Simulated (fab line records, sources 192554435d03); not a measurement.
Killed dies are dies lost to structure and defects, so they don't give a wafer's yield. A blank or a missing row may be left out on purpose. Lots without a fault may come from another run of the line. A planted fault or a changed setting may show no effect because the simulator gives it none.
Chamber matching | flow n5_finfet | N5_BEOL_M1_ETCH_77 on rie_diel-06: 4 sister chambers
The step etches underlayer in N2/H2, target depth 6.5 nm, time 5.2 s. 8 wafers are shown with their chamber, then 10 later ones without.

WAFERS WITH THEIR CHAMBER
wafer  | chamber | drypump_motor_current_A (A) | showerhead_plenum_p_Torr (Torr)
L083.6 | 0       | 5.0                         | 2.54
L086.1 | 1       | 6.2                         | 2.69
L086.5 | 2       | 5.6                         | 2.45
L090.1 | 3       | 4.8                         | 2.50
L090.5 | 3       | 4.8                         | 2.50
L090.6 | 0       | 5.0                         | 2.53
L093.2 | 1       | 6.3                         | 2.68
L093.4 | 2       | 5.6                         | 2.44

WAFERS WITHOUT THEIR CHAMBER
wafer  | drypump_motor_current_A (A) | showerhead_plenum_p_Torr (Torr)
L093.5 | 5.0                         | 2.53
L094.2 | 4.8                         | 2.49
L094.4 | 5.7                         | 2.44
L094.6 | 4.8                         | 2.49
L095.3 | 6.3                         | 2.68
L095.4 | 5.0                         | 2.52
L095.6 | 6.3                         | 2.68
L096.1 | 6.3                         | 2.68
L096.5 | 5.6                         | 2.44
L096.6 | 4.8                         | 2.49

WHICH CHAMBER EACH WENT THROUGH
wafer  | from the rows above | in truth
L093.5 | 0                   | 0
L094.2 | 3                   | 3
L094.4 | 2                   | 2
L094.6 | 3                   | 3
L095.3 | 1                   | 1
L095.4 | 0                   | 0
L095.6 | 1                   | 1
L096.1 | 1                   | 1
L096.5 | 2                   | 2
L096.6 | 3                   | 3
Placed correctly: 10 of 10. Can't be placed from these rows: 0. Placed wrongly: 0.
How it was worked out, from the rows above alone: a wafer's distance from a chamber is the root of the sum, over the readings, of the square of ((its reading less the chamber's mean) divided by the reading's scatter). The wafer belongs to the nearest chamber; if the next one is less than 2 further off, it can't be placed. A chamber's mean is the mean of its shown wafers. The scatter: the root of (the sum of the squares of (reading less its chamber's mean) over the shown wafers, divided by (wafers less chambers)).
